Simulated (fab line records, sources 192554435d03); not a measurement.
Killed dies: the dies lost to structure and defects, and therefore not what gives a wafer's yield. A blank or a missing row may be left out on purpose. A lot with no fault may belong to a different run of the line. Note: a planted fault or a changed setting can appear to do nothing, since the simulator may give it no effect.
fab line records	flow n5Finfet
record: lots: 7	wafers: 21
route steps=1938 shown BEOL_M14@1743 BEOL_M15@1809
startH: hours from the record's opening day to when the first of the lot's shown wafers began	waitH: hours from the lot's prior step to this one	" as in the row above	L1.1+2: one row covering several wafers at once	- no value, or no start was given	* or withheld: withheld	< > ~ a bound
route shown NAME@n: NAME is a module with steps in the file, n the number in the route of the first one	usual: mean and standard deviation over wafers with no fault	same: alike in all rows	chamber/n: place in a boat	sites: the reading at each site	_std_site: the standard deviation of these	_edge_site: mean of outer sites minus mean of inner sites	radiusMm: for every site, how far away it sits from the centre of the wafer	mask NAME#n: copy n	behind: the last tool/chamber to shape the wafer	hold: why the lot was held/for how many hours/how that ended	device: the transistor (n, p or np) that didn't switch	end of line: the same wafers' tests at the end of the route	a step with no rows: only its recipe	killed: at the first sort, the dies lost to defects and structure; wafer yield is something else	map: the dies of a wafer, with x for killed, . for not killed, _ for no die there
set.NAME: setting as actually run; set.NAME@STEP: the setting as run at that earlier step	model.NAME: the simulator's own value behind a step, which no gauge read
lots run with intentionally changed settings; tables by step, rows by wafer
== steps ==
step: N5_BEOL_M14_PEB_26
recipe: pebTempC: 130	pebTimeS: 90
lot.wafer	tool	chamber	startH	waitH	set.pebTempC
L074.1+2	lithoTrack-02	0	258.51	0.1	130
L074.3	"	0	"	"	127.5
L076.2+3+6	lithoTrack-04	0	265.40	0.0	130
L080.1+3+6	lithoTrack-02	0	279.45	0.1	130
L078.4+5+6	lithoTrack-05	0	282.96	0.0	130
L084.1+4	lithoTrack-02	0	312.53	0.1	130
L084.2	"	0	"	"	127.2
L089.2+4+6	lithoTrack-04	0	356.55	0.0	130
L093.2+6	lithoTrack-02	0	364.04	0.0	132.9
L093.5	"	0	"	"	130
step: N5_BEOL_M14_DEVELOP_27
recipe: developTimeS: 45	rinseLiquid: diw	dry: airSpin	devTempC: 21
step: N5_BEOL_M14_HARDBAKE_32
recipe: tempC: 130	timeS: 120
step: N5_BEOL_M14_CD_MEAS_28
recipe: targetCdNm: 284.4	landingEnergyEv: 500	detector: seInlens
usual: cdNm: 285.4/1.6
lot.wafer	tool	chamber	startH	waitH	set.pebTempC@BEOL_M14_PEB_26	cdNm
L074.1	cdSem-03	0	258.63	-	130	284.2
L074.2	"	0	"	"	130	285.3
L074.3	"	0	"	"	127.5	270.0
L076.2	cdSem-02	0	265.51	-	130	283.4
L076.3	"	0	"	"	130	284.8
L076.6	"	0	"	"	130	284.4
L080.1	cdSem-01	0	279.57	-	130	284.7
L080.3	"	0	"	"	130	284.4
L080.6	"	0	"	"	130	285.7
L078.4	cdSem-02	0	283.07	-	130	288.3
L078.5	"	0	"	"	130	284.4
L078.6	"	0	"	"	130	286.5
L084.1	cdSem-02	0	312.65	-	130	285.9
L084.2	"	0	"	"	127.2	272.0
L084.4	"	0	"	"	130	285.7
L089.2	cdSem-01	0	356.67	-	130	281.5
L089.4	"	0	"	"	130	285.1
L089.6	"	0	"	"	130	285.1
L093.2	cdSem-03	0	364.15	-	132.9	296.8
L093.5	"	0	"	"	130	286.6
L093.6	"	0	"	"	132.9	296.6
step: N5_BEOL_M14_DESCUM_33
recipe: chemistry: O2	timeS: 7.9	sourcePowerW: 50	biasPowerW: 20	pressureMtorr: 20	rfFrequencyHz: 2.712e+07	tempC: 40	o2FlowSccm: 225
lot.wafer	tool	chamber	startH	waitH	set.pebTempC@BEOL_M14_PEB_26	model.BEOL_M14.cdNm
L074.1	rieDiel-02	0	258.71	0.0	130	284.2
L074.2	"	1	"	"	130	285.2
L074.3	"	3	"	"	127.5	270.2
L076.2	rieDiel-04	3	265.60	0.0	130	283.6
L076.3	"	2	"	"	130	284.6
L076.6	"	2	"	"	130	284.8
L080.1	rieDiel-02	0	279.66	0.0	130	284.6
L080.3	"	1	"	"	130	284.2
L080.6	"	2	"	"	130	285.6
L078.4	rieDiel-02	0	283.38	0.3	130	288.2
L078.5	"	3	"	"	130	284.4
L078.6	"	0	"	"	130	286.6
L084.1	rieDiel-03	0	312.74	0.0	130	286.2
L084.2	"	1	"	"	127.2	272
L084.4	"	3	"	"	130	285.6
L089.2	rieDiel-04	2	356.75	0.0	130	281.4
L089.4	"	3	"	"	130	285.2
L089.6	"	3	"	"	130	285.6
L093.2	rieDiel-04	1	364.24	0.0	132.9	296.8
L093.5	"	3	"	"	130	286.8
L093.6	"	0	"	"	132.9	296.6
step: N5_BEOL_M14_ETCH_67
recipe: chemistry: CF4	target: SiARC	targetDepthA: 1430	timeS: 238.3	ionEnergyEv: 80	pressureMtorr: 40	sourceW: 545	biasW: 36	Ar_flow_sccm: 100	cf4FlowSccm: 100	ends: cleared
lot.wafer	tool	chamber	startH	waitH	set.spinRpm@BEOL_M14_COAT_66	set.pebTempC@BEOL_M14_PEB_26	model.etch.depthNm	model.coat_of_BEOL_M14_COAT_22.thkNm	model.BEOL_M14.cdNm
L074.1	rieDiel-02	0	258.75	0.0	1372	130	115.3	209	280.4
L074.2	"	1	"	"	1500	130	110.3	211.2	281.6
L074.3	"	3	"	"	1500	127.5	110	211.8	265.4
L076.2	rieDiel-04	3	265.64	0.0	1500	130	109.7	211	278.8
L076.3	"	2	"	"	1500	130	109.6	212.2	280.4
L076.6	"	2	"	"	1455	130	111.1	209.8	280.4
L080.1	rieDiel-02	0	279.69	0.0	1500	130	110.1	211.2	280.2
L080.3	"	1	"	"	1500	130	110	212.6	280.6
L080.6	"	2	"	"	1500	130	109.8	212.2	281.8
L078.4	rieDiel-02	0	283.41	0.0	1500	130	109.8	212	283.8
L078.5	"	3	"	"	1500	130	109.5	211.6	280.6
L078.6	"	0	"	"	1413	130	113.5	208.4	282.4
L084.1	rieDiel-03	0	312.77	0.0	1500	130	109.8	210.6	280.8
L084.2	"	1	"	"	1500	127.2	109.7	210.6	267.4
L084.4	"	3	"	"	1500	130	109.5	210.8	281
L089.2	rieDiel-04	2	356.79	0.0	1377	130	115	208.4	278
L089.4	"	3	"	"	1500	130	110.3	211.6	280.6
L089.6	"	3	"	"	1500	130	109.9	211.2	281.6
L093.2	rieDiel-04	1	364.27	0.0	1500	132.9	110.6	212.2	292.2
L093.5	"	3	"	"	1500	130	110.5	212	282.2
L093.6	"	0	"	"	1500	132.9	110.4	213.4	292
step: N5_BEOL_M14_ETCH_68
recipe: chemistry: N2/H2	target: SOC	maskMaterial: SiARC	sourceW: 3000	biasW: 350	tempC: 40	timeS: 450	ionEnergyEv: 200	pressureMtorr: 30	n2FlowSccm: 200	h2FlowSccm: 200
lot.wafer	tool	chamber	startH	waitH	set.spinRpm@BEOL_M14_COAT_66	set.pebTempC@BEOL_M14_PEB_26	model.SiARC_of_BEOL_M14_COAT_66.thkNm	model.BEOL_M14.cdNm
L074.1	rieDiel-02	0	258.90	0.1	1372	130	69	280.4
L074.2	"	1	"	"	1500	130	64.6	280.6
L074.3	"	3	"	"	1500	127.5	64.8	266
L076.2	rieDiel-04	3	265.78	0.1	1500	130	64.2	277.8
L076.3	"	2	"	"	1500	130	63.8	279.4
L076.6	"	2	"	"	1455	130	64.8	280
L080.1	rieDiel-02	0	279.84	0.1	1500	130	64.6	281
L080.3	"	1	"	"	1500	130	64.8	279.8
L080.6	"	2	"	"	1500	130	65.4	281.6
L078.4	rieDiel-02	0	283.56	0.1	1500	130	64.4	284.8
L078.5	"	3	"	"	1500	130	64.8	281
L078.6	"	0	"	"	1413	130	68.4	283.4
L084.1	rieDiel-03	0	312.92	0.1	1500	130	64.6	281.2
L084.2	"	1	"	"	1500	127.2	65.2	267.2
L084.4	"	3	"	"	1500	130	64.8	280.6
L089.2	rieDiel-04	2	356.93	0.1	1377	130	69.6	277.8
L089.4	"	3	"	"	1500	130	66.2	280
L089.6	"	3	"	"	1500	130	65.2	279.4
L093.2	rieDiel-04	1	364.42	0.1	1500	132.9	65.4	291
L093.5	"	3	"	"	1500	130	65.6	282.2
L093.6	"	0	"	"	1500	132.9	64.8	292
step: N5_BEOL_M14_TRENCH_ETCH_34
recipe: chemistry: C4F8/O2/Ar	target: SiO2	targetDepthA: 5566.5	maskMaterial: SOC	heInnerTorr: 15	heOuterTorr: 30	timeS: 126.9	ionEnergyEv: 800	pressureMtorr: 20	sourceW: 1905	biasW: 2040	Ar_flow_sccm: 400	C4F8_flow_sccm: 16	O2_flow_sccm: 12
lot.wafer	tool	chamber	startH	waitH	set.timeS	set.pebTempC@BEOL_M14_PEB_26	model.etch.depthNm	model.BEOL_M14.cdNm
L074.1	rieDiel-02	0	259.17	0.0	126.9	130	569	280.8
L074.2	"	1	"	"	126.9	130	579.5	280.8
L074.3	"	3	"	"	126.9	127.5	539.6	265.8
L076.2	rieDiel-04	3	266.06	0.0	126.9	130	565.4	277.2
L076.3	"	2	"	"	126.9	130	562.2	279.2
L076.6	"	2	"	"	146.8	130	649.3	280.6
L080.1	rieDiel-02	0	280.11	0.0	126.9	130	561.7	281.6
L080.3	"	1	"	"	126.9	130	575.5	280.4
L080.6	"	2	"	"	126.9	130	558.6	282
L078.4	rieDiel-02	0	283.83	0.0	126.9	130	558	285.4
L078.5	"	3	"	"	126.9	130	529.9	281
L078.6	"	0	"	"	126.9	130	558.8	284
L084.1	rieDiel-03	0	313.19	0.0	106.3	130	472	280.4
L084.2	"	1	"	"	106.3	127.2	465.6	266.2
L084.4	"	3	"	"	106.3	130	453.6	279.6
L089.2	rieDiel-04	2	357.21	0.0	126.9	130	560	277.8
L089.4	"	3	"	"	126.9	130	560.4	280
L089.6	"	3	"	"	126.9	130	565	279.2
L093.2	rieDiel-04	1	364.69	0.0	146.5	132.9	629.5	291
L093.5	"	3	"	"	146.5	130	640.8	282.8
L093.6	"	0	"	"	126.9	132.9	546.6	291.8
step: N5_BEOL_M14_STRIP_70
recipe: chemistry: C4F8/O2/Ar	resist: SiARC	rfFrequencyHz: 6e+07
step: N5_BEOL_M14_OCD_MEAS_35
usual: trenchDepthNm: 558/10
lot.wafer	tool	chamber	startH	waitH	set.timeS@BEOL_M14_TRENCH_ETCH_34	trenchDepthNm
L074.1	ocd-02	-	259.32	0.0	126.9	569
L074.2	"	-	"	"	126.9	579
L074.3	"	-	"	"	126.9	540
L076.2	ocd-01	-	266.21	0.0	126.9	565
L076.3	"	-	"	"	126.9	562
L076.6	"	-	"	"	146.8	649
L080.1	ocd-02	-	280.27	0.0	126.9	561
L080.3	"	-	"	"	126.9	576
L080.6	"	-	"	"	126.9	559
L078.4	ocd-01	-	283.99	0.0	126.9	558
L078.5	"	-	"	"	126.9	530
L078.6	"	-	"	"	126.9	558
L084.1	ocd-02	-	313.35	0.0	106.3	472
L084.2	"	-	"	"	106.3	465
L084.4	"	-	"	"	106.3	454
L089.2	ocd-01	-	357.36	0.0	126.9	560
L089.4	"	-	"	"	126.9	560
L089.6	"	-	"	"	126.9	565
L093.2	ocd-01	-	364.85	0.0	146.5	629
L093.5	"	-	"	"	146.5	641
L093.6	"	-	"	"	126.9	546
step: N5_BEOL_M14_STRIP_37
recipe: chemistry: O2	powerW: 600	tempC: 60	pressureMtorr: 30	rfFrequencyHz: 6e+07	biasPowerW: 0	overashFraction: 0.3	o2FlowSccm: 225
step: N5_BEOL_M14_ETCH_38
recipe: chemistry: CF4/N2	target: SiCN	targetDepthA: 1065	taperDeg: 2	timeS: 120.6	ionEnergyEv: 150	maskMaterial: SiO2	pressureMtorr: 40	sourceW: 430	biasW: 70	Ar_flow_sccm: 100	cf4FlowSccm: 60	n2FlowSccm: 60
step: N5_BEOL_M14_ECD_47
recipe: material: Cu	targetThkA: 12480
step: N5_BEOL_M14_ANNEAL_48
recipe: tempC: 225	timeS: 90	ambient: N2
step: N5_BEOL_M14_CMP_49
recipe: stopOn: SiO2	tOverpolishS: 5.2	downForcePsi: 2	platenRpm: 80	clearingPlatenDownForcePsi: 2	clearingPlatenRpm: 80	postCmpClean: cuAlkaline	targetThkNm: 560	clearingPlatenPadVelocityMS: 1.5917	padVelocityMS: 1.5917
lot.wafer	tool	chamber	startH	waitH	set.timeS@BEOL_M14_TRENCH_ETCH_34	model.Cu_of_BEOL_M14_ECD_47.thkNm
L074.1	cmp-01	3	264.41	0.3	126.9	571.4
L074.3	"	0	"	"	126.9	542.8
L074.2	"	2	"	"	126.9	582.8
L076.2	cmp-01	0	270.47	0.3	126.9	568.2
L076.3	"	1	"	"	126.9	565.8
L076.6	"	2	"	"	146.8	653.2
L080.3	cmp-04	2	283.50	0.2	126.9	578.2
L080.1	"	0	"	"	126.9	566.6
L080.6	"	2	"	"	126.9	564.4
L078.4	cmp-04	3	287.32	0.2	126.9	562.6
L078.6	"	0	"	"	126.9	562
L078.5	"	1	"	"	126.9	534.6
L084.1	cmp-02	0	318.22	0.3	106.3	476
L084.2	"	2	"	"	106.3	467.6
L084.4	"	3	"	"	106.3	455.6
L089.2	cmp-01	3	364.46	0.2	126.9	563.4
L089.4	"	2	"	"	126.9	563.6
L089.6	"	3	"	"	126.9	567.2
L093.2	cmp-02	3	374.09	0.2	146.5	634.4
L093.6	"	3	"	"	126.9	551
L093.5	"	0	"	"	146.5	646
step: N5_BEOL_M14_THK_MEAS_50
recipe: thkMeasGauge: xrf	reads: Cu_of_BEOL_M14_ECD_47
usual: M14_THK: 552/11
lot.wafer	tool	chamber	startH	waitH	set.timeS@BEOL_M14_TRENCH_ETCH_34	M14_THK[nm]
L074.1	filmMetro-01	-	264.71	-	126.9	565
L074.2	"	-	"	"	126.9	576
L074.3	"	-	"	"	126.9	539
L076.2	filmMetro-01	-	270.69	-	126.9	558
L076.3	"	-	"	"	126.9	557
L076.6	"	-	"	"	146.8	644
L080.1	filmMetro-02	-	283.75	-	126.9	553
L080.3	"	-	"	"	126.9	560
L080.6	"	-	"	"	126.9	552
L078.4	filmMetro-01	-	287.51	-	126.9	556
L078.5	"	-	"	"	126.9	531
L078.6	"	-	"	"	126.9	557
L084.1	filmMetro-01	-	318.51	-	106.3	468
L084.2	"	-	"	"	106.3	459
L084.4	"	-	"	"	106.3	447
L089.2	filmMetro-01	-	364.76	-	126.9	552
L089.4	"	-	"	"	126.9	553
L089.6	"	-	"	"	126.9	561
L093.2	filmMetro-02	-	374.38	-	146.5	624
L093.5	"	-	"	"	146.5	637
L093.6	"	-	"	"	126.9	544
step: N5_BEOL_M14_PRE_CLEAN_52
recipe: gas: NH3	timeS: 15	tempC: withheld	rfPowerW: 300
step: N5_BEOL_M14_DEP_53
recipe: material: SiCN	targetThkA: 500	tempC: withheld	precursor: 3MS/NH3	pressureTorr: 3	rfW: 675	timeS: 17.8
step: N5_BEOL_M14_RS_MEAS_54
recipe: thkMeasGauge: four-point-probe	reads: Cu_of_BEOL_M14_ECD_47+Ta_of_BEOL_M14_SPUTTER_44+TaN_of_BEOL_M14_SPUTTER_43
usual: M14_RS: 0.0331/0.00062
lot.wafer	tool	chamber	startH	waitH	set.timeS@BEOL_M14_TRENCH_ETCH_34	M14_RS[ohm/sq]
L074.1	filmMetro-01	-	264.84	0.0	126.9	0.0325
L074.2	"	-	"	"	126.9	0.0318
L074.3	"	-	"	"	126.9	0.0342
L076.2	filmMetro-01	-	270.82	0.1	126.9	0.0326
L076.3	"	-	"	"	126.9	0.0328
L076.6	"	-	"	"	146.8	0.0283
L080.1	filmMetro-02	-	283.88	0.0	126.9	0.0328
L080.3	"	-	"	"	126.9	0.0321
L080.6	"	-	"	"	126.9	0.0329
L078.4	filmMetro-01	-	287.64	0.0	126.9	0.0330
L078.5	"	-	"	"	126.9	0.0347
L078.6	"	-	"	"	126.9	0.0331
L084.1	filmMetro-01	-	318.64	0.0	106.3	0.0392
L084.2	"	-	"	"	106.3	0.0399
L084.4	"	-	"	"	106.3	0.0409
L089.2	filmMetro-02	-	364.89	0.1	126.9	0.0330
L089.4	"	-	"	"	126.9	0.0329
L089.6	"	-	"	"	126.9	0.0328
L093.2	filmMetro-01	-	374.51	0.1	146.5	0.0292
L093.5	"	-	"	"	146.5	0.0286
L093.6	"	-	"	"	126.9	0.0337
step: N5_BEOL_M15_TRENCH_ETCH_34
recipe: chemistry: C4F8/O2/Ar	target: SiO2	targetDepthA: 8729.3	heInnerTorr: 15	heOuterTorr: 30	timeS: 199	ionEnergyEv: 800	pressureMtorr: 20	sourceW: 1905	biasW: 2040	Ar_flow_sccm: 400	C4F8_flow_sccm: 16	O2_flow_sccm: 12
lot.wafer	tool	chamber	startH	waitH	set.timeS	model.etch.depthNm	model.coat_of_BEOL_M15_COAT_22.thkNm
L074.1	rieDiel-06	2	267.22	0.0	199	883.3	541
L074.2	"	3	"	"	210.9	906.1	543.2
L074.3	"	0	"	"	199	846.4	550.4
L076.2	rieDiel-01	1	273.42	0.0	199	827.9	563.8
L076.3	"	0	"	"	199	864.6	549.4
L076.6	"	3	"	"	199	876.3	541.8
L080.1	rieDiel-06	1	286.60	0.0	199	890.2	544
L080.3	"	3	"	"	199	861.4	552.6
L080.6	"	1	"	"	199	891.4	544
L078.4	rieDiel-01	2	290.13	0.0	164.4	716	570.6
L078.5	"	3	"	"	164.4	718.7	572.8
L078.6	"	0	"	"	199	861.2	548.2
L084.1	rieDiel-06	2	321.06	0.0	199	877.7	543
L084.2	"	0	"	"	199	852.2	552.6
L084.4	"	3	"	"	234.9	1017	518.6
L089.2	rieDiel-05	0	367.14	0.0	199	872.1	541
L089.4	"	1	"	"	199	870.3	540.6
L089.6	"	3	"	"	218.6	988	516.8
L093.2	rieDiel-05	1	377.12	0.0	199	876.6	535.6
L093.5	"	1	"	"	237.9	1043	503.6
L093.6	"	2	"	"	237.9	1090	492.8
== key ==
split: step: N5_BEOL_M14_PEB_26	setting: pebTempC	stated: 130	by: wafer
response: step: N5_BEOL_M14_CD_MEAS_28	reading: cdNm	change: +6.07	per: 1%	r: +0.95
response: step: N5_BEOL_M14_DESCUM_33	reading: model.BEOL_M14.cdNm	change: +6	per: 1%	r: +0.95
response: step: N5_BEOL_M14_ETCH_67	reading: model.BEOL_M14.cdNm	change: +6.1	per: 1%	r: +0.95
response: step: N5_BEOL_M14_ETCH_68	reading: model.BEOL_M14.cdNm	change: +5.87	per: 1%	r: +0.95
response: step: N5_BEOL_M14_TRENCH_ETCH_34	reading: model.BEOL_M14.cdNm	change: +5.84	per: 1%	r: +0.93
split: step: N5_BEOL_M14_TRENCH_ETCH_34	setting: timeS	stated: 126.9	by: wafer
response: step: N5_BEOL_M14_TRENCH_ETCH_34	reading: model.etch.depthNm	change: +5.59	per: 1%	r: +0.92
response: step: N5_BEOL_M14_OCD_MEAS_35	reading: trenchDepthNm	change: +5.63	per: 1%	r: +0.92
response: step: N5_BEOL_M14_CMP_49	reading: model.Cu_of_BEOL_M14_ECD_47.thkNm	change: +5.63	per: 1%	r: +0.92
response: step: N5_BEOL_M14_THK_MEAS_50	reading: M14_THK	change: +5.55	per: 1%	r: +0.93
response: step: N5_BEOL_M14_RS_MEAS_54	reading: M14_RS	change: -0.000293	per: 1%	r: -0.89
split: step: N5_BEOL_M15_TRENCH_ETCH_34	setting: timeS	stated: 199	by: wafer
response: step: N5_BEOL_M15_TRENCH_ETCH_34	reading: model.etch.depthNm	change: +9.06	per: 1%	r: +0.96
response: step: N5_BEOL_M15_TRENCH_ETCH_34	reading: model.coat_of_BEOL_M15_COAT_22.thkNm	change: -1.68	per: 1%	r: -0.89
split outsideThisFile step=N5_BEOL_M14_COAT_66 setting=spinRpm
split outsideThisFile: this setting was split too, and the file shows its column; the key of that split is in another file
